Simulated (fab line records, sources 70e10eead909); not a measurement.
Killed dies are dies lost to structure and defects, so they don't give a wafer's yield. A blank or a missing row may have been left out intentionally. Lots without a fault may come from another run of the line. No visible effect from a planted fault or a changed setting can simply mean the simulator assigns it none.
Chamber matching	flow nand harc	NHARC_A_M0_DESCUM_14 on rie diel-05 has 4 sister chambers
The step chemistry O2, time 3 s. 4 wafers are shown with their chamber, then 9 later ones without.

WAFERS, EACH WITH ITS CHAMBER
wafer	chamber	drypump motor current A (A)
L079.5	1	6.0
L086.2	2	5.6
L086.5	3	5.5
L086.6	0	5.5

WAFERS WITH NO CHAMBER GIVEN
wafer	drypump motor current A (A)
L088.1	6.0
L088.4	5.5
L088.6	5.7
L091.1	5.5
L091.3	5.5
L091.6	5.5
L096.2	5.5
L096.3	6.0
L096.4	5.6

WHICH CHAMBER EACH WENT THROUGH
wafer	from the rows above	in truth
L088.1	1	1
L088.4	can't be placed: 0 or 3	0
L088.6	2	2
L091.1	can't be placed: 0 or 3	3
L091.3	can't be placed: 0 or 3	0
L091.6	can't be placed: 0 or 3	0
L096.2	can't be placed: 0 or 3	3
L096.3	1	1
L096.4	2	2
Placed correctly: 4 of 9. Can't be placed from these rows: 5 (the true chamber is among the candidates in 5). Placed wrongly: 0.
How it was worked out, from the rows above alone: a wafer's distance from a chamber is the root of the sum, over the readings, of the square of ((its reading less the chamber's mean) divided by the reading's scatter). If the next closest chamber is less than 2 further off than the closest, the wafer can't be placed; otherwise it belongs to the closest. A chamber's mean is the mean of its shown wafers. The scatter: root of mean squared gap, hidden wafer to nearest shown wafer, with one shown wafer a chamber.
